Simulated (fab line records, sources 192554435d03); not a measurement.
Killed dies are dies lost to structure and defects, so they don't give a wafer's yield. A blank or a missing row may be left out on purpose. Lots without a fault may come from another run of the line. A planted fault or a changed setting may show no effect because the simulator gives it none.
Chamber matching | flow n5_finfet | N5_BEOL_M0_SAQP_PECVD_00 on pecvd-01: 3 sister chambers
The step deposits SiCN from 3MS/NH3, target thk 8 nm, time 14 s. 16 wafers are shown with their chamber, then 8 later ones without.

WAFERS WITH THEIR CHAMBER
wafer  | chamber | showerhead_plenum_p_Torr (Torr) | showerhead_vpp_V (V) | throttle_valve_pct (%)
L078.1 | 1       | 3.679                           | 908                  | 9.1
L078.3 | 0       | 3.642                           | 893                  | 9.3
L078.6 | 1       | 3.671                           | 912                  | 9.0
L079.3 | 0       | 3.643                           | 879                  | 8.8
L079.4 | 2       | 3.678                           | 897                  | 8.9
L079.6 | 1       | 3.679                           | 928                  | 9.0
L082.1 | 0       | 3.647                           | 880                  | 9.0
L082.2 | 2       | 3.674                           | 904                  | 8.6
L082.5 | 2       | 3.666                           | 887                  | 8.7
L083.3 | 0       | 3.649                           | 892                  | 8.9
L083.5 | 1       | 3.682                           | 910                  | 9.3
L083.6 | 0       | 3.648                           | 895                  | 9.2
L087.1 | 2       | 3.672                           | 903                  | 9.2
L087.2 | 0       | 3.651                           | 882                  | 9.2
L087.3 | 1       | 3.668                           | 924                  | 8.8
L086.3 | 0       | 3.644                           | 897                  | 9.3

SIGNATURES (means of the wafers above)
reading                  | chamber 0 | chamber 1 | chamber 2 | scatter within a chamber
showerhead_plenum_p_Torr | 3.64629   | 3.67580   | 3.67250   | 0.00468
showerhead_vpp_V         | 888.29    | 916.40    | 897.75    | 8.12
throttle_valve_pct       | 9.100     | 9.040     | 8.850     | 0.212
Rule: a wafer's distance from a chamber is the root of the sum, over the readings, of the square of ((its reading less the chamber's mean) divided by the reading's scatter). The wafer belongs to the nearest chamber; if the next one is less than 2 further off, it can't be placed. The scatter: the root of (the sum of the squares of (reading less its chamber's mean) over the shown wafers, divided by (wafers less chambers)).

WAFERS WITHOUT THEIR CHAMBER
wafer  | showerhead_plenum_p_Torr (Torr) | showerhead_vpp_V (V) | throttle_valve_pct (%)
L086.4 | 3.681                           | 892                  | 9.0
L086.6 | 3.666                           | 892                  | 9.1
L092.4 | 3.679                           | 888                  | 9.2
L092.5 | 3.684                           | 883                  | 9.1
L092.6 | 3.649                           | 882                  | 9.5
L097.1 | 3.682                           | 917                  | 9.1
L097.2 | 3.660                           | 890                  | 9.4
L097.3 | 3.688                           | 898                  | 8.8

WHICH CHAMBER EACH WENT THROUGH
wafer  | from the rows above          | in truth
L086.4 | can't be placed: 2 or 1      | 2
L086.6 | can't be placed: 2 or 1      | 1
L092.4 | can't be placed: 2 or 1      | 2
L092.5 | can't be placed: 2 or 1      | 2
L092.6 | 0                            | 0
L097.1 | can't be placed: 1 or 2      | 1
L097.2 | can't be placed: 0 or 2 or 1 | 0
L097.3 | can't be placed: 2 or 1      | 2
Placed correctly: 1 of 8. Can't be placed from these rows: 7 (the true chamber is among the candidates in 7). Placed wrongly: 0.
